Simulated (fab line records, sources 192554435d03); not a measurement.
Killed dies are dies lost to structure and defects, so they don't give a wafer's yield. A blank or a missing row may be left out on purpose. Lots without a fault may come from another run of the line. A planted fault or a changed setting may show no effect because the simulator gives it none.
Which tool did it? | flow n5_finfet | 9 lots, 27 wafers sampled, at 5 steps of a route of 1938

WHAT THE GAUGES READ, wafer by wafer
N5_BEOL_M4_RC_MEAS_101. Usual: DIBL_N 36.4 mV/V, standard deviation 1.6; DIBL_P 36.2 mV/V, standard deviation 1.8; IOFF_N 0.159 nA/um, standard deviation 0.029; IOFF_P 0.21 nA/um, standard deviation 0.034; ION_N 670 uA/um, standard deviation 12; ION_P 459 uA/um, standard deviation 8.2; SS_N 71.5 mV/dec, standard deviation 0.59; SS_P 73.2 mV/dec, standard deviation 0.54; VT_N 250 mV, standard deviation 3.3; VT_P -250 mV, standard deviation 3.7.
lot  | measured     | on        | DIBL_N (mV/V)  | DIBL_P (mV/V)  | IOFF_N (nA/um)    | IOFF_P (nA/um) | ION_N (uA/um) | ION_P (uA/um) | SS_N (mV/dec)  | SS_P (mV/dec)  | VT_N (mV)   | VT_P (mV)      | flag
L636 | day 8 20:48  | prober-02 | 35.8 36.6 36.6 | 37.4 37.3 37.5 | 0.150 0.153 0.164 | 0.20 0.20 0.21 | 673 659 671   | 460 447 459   | 71.2 71.3 71.5 | 73.4 73.6 73.1 | 248 251 251 | -251 -252 -254 |
L638 | day 9 12:06  | prober-02 | 34.8 37.0 36.3 | 33.3 35.7 34.5 | 0.133 0.170 0.144 | 0.20 0.24 0.22 | 674 685 658   | 465 464 459   | 70.2 71.5 71.6 | 73.3 72.6 73.3 | 252 248 252 | -249 -247 -247 |
L643 | day 11 03:57 | prober-01 | 35.2 35.8 37.1 | 33.9 34.4 36.6 | 0.121 0.130 0.148 | 0.16 0.16 0.19 | 656 657 664   | 441 441 452   | 71.2 71.6 71.6 | 73.0 72.5 73.4 | 254 257 252 | -259 -258 -256 |
L645 | day 10 09:16 | prober-01 | 38.3 38.0 38.2 | 37.5 36.8 37.1 | 0.176 0.173 0.184 | 0.27 0.24 0.26 | 669 692 678   | 462 473 468   | 71.5 71.6 71.8 | 74.3 73.7 74.1 | 248 247 247 | -245 -248 -243 |
L646 | day 11 11:47 | prober-02 | 37.8 37.7 35.8 | 38.0 36.4 34.1 | 0.182 0.181 0.142 | 0.23 0.19 0.16 | 673 684 659   | 463 456 445   | 71.8 72.6 71.4 | 73.8 73.7 72.9 | 250 249 253 | -252 -254 -255 |
L653 | day 13 05:35 | prober-01 | 36.0 34.9 36.2 | 35.5 33.7 38.1 | 0.161 0.129 0.158 | 0.20 0.17 0.23 | 663 654 675   | 454 449 464   | 71.7 71.8 72.1 | 72.9 72.5 73.4 | 253 257 253 | -254 -254 -251 |
L655 | day 13 05:46 | prober-02 | 39.8 34.7 37.9 | 38.1 34.4 36.6 | 0.211 0.128 0.181 | 0.25 0.20 0.24 | 673 667 677   | 456 459 458   | 72.7 70.1 72.7 | 74.5 72.9 73.4 | 243 251 246 | -251 -249 -248 |
L657 | day 13 23:15 | prober-02 | 35.5 38.6 36.9 | 34.9 39.7 37.1 | 0.113 0.190 0.152 | 0.14 0.20 0.16 | 649 673 675   | 443 453 455   | 71.2 72.2 71.9 | 72.3 73.7 72.9 | 257 250 251 | -262 -253 -258 |
L658 | day 14 19:29 | prober-01 | 36.1 37.3 33.1 | 37.1 39.1 34.9 | 0.157 0.196 0.117 | 0.22 0.26 0.19 | 657 689 652   | 458 472 460   | 71.7 71.7 70.8 | 73.4 73.6 72.5 | 253 247 253 | -250 -248 -250 |

WHICH TOOL RAN EACH LOT (tool, then ch and the chambers of the sampled wafers, then the start)
lot  | N5_GATE_CUT_ETCH_19               | N5_GATE_CUT_VAPOR_ETCH_48        | N5_GATE_CUT_VAPOR_ETCH_49        | N5_MOL_CONTACT_COAG_COAT_103
L636 | rie_diel-02 ch 0,1, day 5 01:07   | rie_metal-01 ch 1, day 5 01:37   | rie_metal-01 ch 1, day 5 01:40   | litho_track-03 ch 0, day 5 05:04
L638 | rie_diel-04 ch 0,2,3, day 5 02:40 | rie_metal-03 ch 0,1, day 5 02:57 | rie_metal-03 ch 0,1, day 5 02:59 | litho_track-02 ch 0, day 5 06:19
L643 | rie_diel-04 ch 2,3, day 6 08:44   | rie_metal-03 ch 0,1, day 6 09:02 | rie_metal-03 ch 0,1, day 6 09:04 | litho_track-03 ch 0, day 6 12:23
L645 | rie_diel-04 ch 0,1,2, day 6 22:56 | rie_metal-01 ch 0,1, day 6 23:14 | rie_metal-01 ch 0,1, day 6 23:16 | litho_track-03 ch 0, day 7 02:02
L646 | rie_diel-05 ch 2,3, day 7 03:06   | rie_metal-02 ch 0,1, day 7 03:27 | rie_metal-02 ch 0,1, day 7 03:29 | litho_track-05 ch 0, day 7 06:18
L653 | rie_diel-05 ch 0,1,2, day 8 22:35 | rie_metal-02 ch 0,1, day 8 22:52 | rie_metal-02 ch 0,1, day 8 22:54 | litho_track-02 ch 0, day 9 02:55
L655 | rie_diel-05 ch 0,2,3, day 9 08:36 | rie_metal-03 ch 0,1, day 9 08:53 | rie_metal-03 ch 0,1, day 9 08:55 | litho_track-03 ch 0, day 9 11:42
L657 | rie_diel-04 ch 0,1,2, day 9 17:59 | rie_metal-02 ch 1, day 9 18:28   | rie_metal-02 ch 1, day 9 18:32   | litho_track-02 ch 0, day 9 21:46
L658 | rie_diel-02 ch 0,2,3, day 9 23:50 | rie_metal-02 ch 1, day 10 00:18  | rie_metal-02 ch 1, day 10 00:22  | litho_track-03 ch 0, day 10 03:13
- N5_GATE_CUT_ETCH_19: etches SiNx in CH3F/O2, target depth 53.7 nm, time 76.7 s.
- N5_GATE_CUT_VAPOR_ETCH_48: etches TiN in BCl3/Cl2.
- N5_GATE_CUT_VAPOR_ETCH_49: etches TiAlC in BCl3/Cl2.
- N5_MOL_CONTACT_COAG_COAT_103: time 60 s, resist thk 80 nm.

WHAT THE TOOLS THEMSELVES READ (means of the sampled wafers that have a number; where no wafer has one, the mark that the record gives instead)
N5_GATE_CUT_ETCH_19. Usual: drypump_motor_current_A 5.6 A, standard deviation 0.44; etch_rf_on_time_s 76.5 s, standard deviation 1.4; oes_product_au 0.69 a.u., standard deviation 0.088; rf_vpp_V 299 V, standard deviation 4.2; showerhead_plenum_p_Torr 1.99 Torr, standard deviation 0.078; throttle_valve_pct 16.43 %, standard deviation 0.18.
lot  | tool        | drypump_motor_current_A (A) | etch_rf_on_time_s (s) | oes_product_au (a.u.) | rf_vpp_V (V) | showerhead_plenum_p_Torr (Torr) | throttle_valve_pct (%) | flag
L636 | rie_diel-02 | 5.3                         | 76.9                  | 0.59                  | 301          | 1.99                            | 16.76                  |
L638 | rie_diel-04 | 5.7                         | 76.4                  | 0.69                  | 299          | 1.99                            | 16.55                  |
L643 | rie_diel-04 | 6.1                         | 75.9                  | 0.74                  | 302          | 2.06                            | 16.52                  |
L645 | rie_diel-04 | 5.4                         | 77.4                  | 0.65                  | 299          | 2.00                            | 16.55                  |
L646 | rie_diel-05 | 5.8                         | 75.6                  | 0.74                  | 296          | 2.06                            | 16.21                  |
L653 | rie_diel-05 | 5.7                         | 77.0                  | 0.62                  | 299          | 1.93                            | 16.47                  |
L655 | rie_diel-05 | 5.6                         | 75.8                  | 0.67                  | 298          | 1.98                            | 16.34                  |
L657 | rie_diel-04 | 5.3                         | 75.9                  | 0.70                  | 300          | 2.08                            | 16.43                  |
L658 | rie_diel-02 | 5.7                         | 75.9                  | 0.71                  | 301          | 2.02                            | 16.37                  |

N5_GATE_CUT_VAPOR_ETCH_48. Usual: drypump_motor_current_A 5.69 A, standard deviation 0.26; he_backside_leak_sccm 3.39 sccm, standard deviation 0.15; oes_product_au 0.72 a.u., standard deviation 0.14.
lot  | tool         | drypump_motor_current_A (A) | he_backside_leak_sccm (sccm) | oes_product_au (a.u.) | flag
L636 | rie_metal-01 | 5.38                        | 3.28                         | 0.69                  |
L638 | rie_metal-03 | 5.70                        | 3.34                         | 0.70                  |
L643 | rie_metal-03 | 5.69                        | 3.43                         | 0.69                  |
L645 | rie_metal-01 | 5.43                        | 3.39                         | 0.75                  |
L646 | rie_metal-02 | 5.83                        | 3.39                         | 0.61                  |
L653 | rie_metal-02 | 5.85                        | 3.41                         | 0.60                  |
L655 | rie_metal-03 | 5.72                        | 3.35                         | 0.92                  |
L657 | rie_metal-02 | 5.90                        | 3.67                         | 0.63                  |
L658 | rie_metal-02 | 5.93                        | 3.37                         | 0.62                  |

N5_GATE_CUT_VAPOR_ETCH_49. Usual: drypump_motor_current_A 5.70 A, standard deviation 0.27; he_backside_leak_sccm 3.4 sccm, standard deviation 0.3; oes_product_au 0.72 a.u., standard deviation 0.14.
lot  | tool         | drypump_motor_current_A (A) | he_backside_leak_sccm (sccm) | oes_product_au (a.u.) | flag
L636 | rie_metal-01 | 5.38                        | 3.3                          | 0.69                  |
L638 | rie_metal-03 | 5.72                        | 3.4                          | 0.70                  |
L643 | rie_metal-03 | 5.71                        | 3.3                          | 0.69                  |
L645 | rie_metal-01 | 5.44                        | 3.5                          | 0.75                  |
L646 | rie_metal-02 | 5.84                        | 3.3                          | 0.61                  |
L653 | rie_metal-02 | 5.82                        | 3.3                          | 0.60                  |
L655 | rie_metal-03 | 5.72                        | 3.3                          | 0.92                  |
L657 | rie_metal-02 | 5.94                        | 3.4                          | 0.62                  |
L658 | rie_metal-02 | 5.93                        | 3.4                          | 0.62                  |

N5_MOL_CONTACT_COAG_COAT_103. Usual: heater_power_total_W 500.4 W, standard deviation 1.9; plate_temp_C 250.00 C, standard deviation 0.17.
lot  | tool           | heater_power_total_W (W) | plate_temp_C (C) | flag
L636 | litho_track-03 | 501.3                    | 250.06           |
L638 | litho_track-02 | 500.3                    | 250.01           |
L643 | litho_track-03 | 472.6                    | 238.39           | OFF
L645 | litho_track-03 | 472.0                    | 238.36           | OFF
L646 | litho_track-05 | 502.3                    | 249.68           |
L653 | litho_track-02 | 500.0                    | 249.92           |
L655 | litho_track-03 | 501.0                    | 249.98           |
L657 | litho_track-02 | 499.4                    | 250.01           |
L658 | litho_track-03 | 499.1                    | 249.93           |

THE ANSWER, worked out from the rows above alone
Rule: a lot is off if the mean of its wafers that have a number lies more than 3 standard deviations from the usual mean. A lot without any number at a reading at which 4 lots or more have one is off too. The other lots that the step has rows for count as sound. The gauges are gone through in route order, then the tools' own readings, and for those a lot's mean is taken as printed above. The first step at which some lot is off is used, and at that step the reading that is off furthest; a lot without a number counts as furthest.
Off: L643, L645, at N5_MOL_CONTACT_COAG_COAT_103 (plate_temp_C).
A tool fits if, at that step or a process step before it, it ran every lot that is off, and no sound lot after the first of them. None of those tried fits.

WHAT THE SIMULATOR HAD PUT IN
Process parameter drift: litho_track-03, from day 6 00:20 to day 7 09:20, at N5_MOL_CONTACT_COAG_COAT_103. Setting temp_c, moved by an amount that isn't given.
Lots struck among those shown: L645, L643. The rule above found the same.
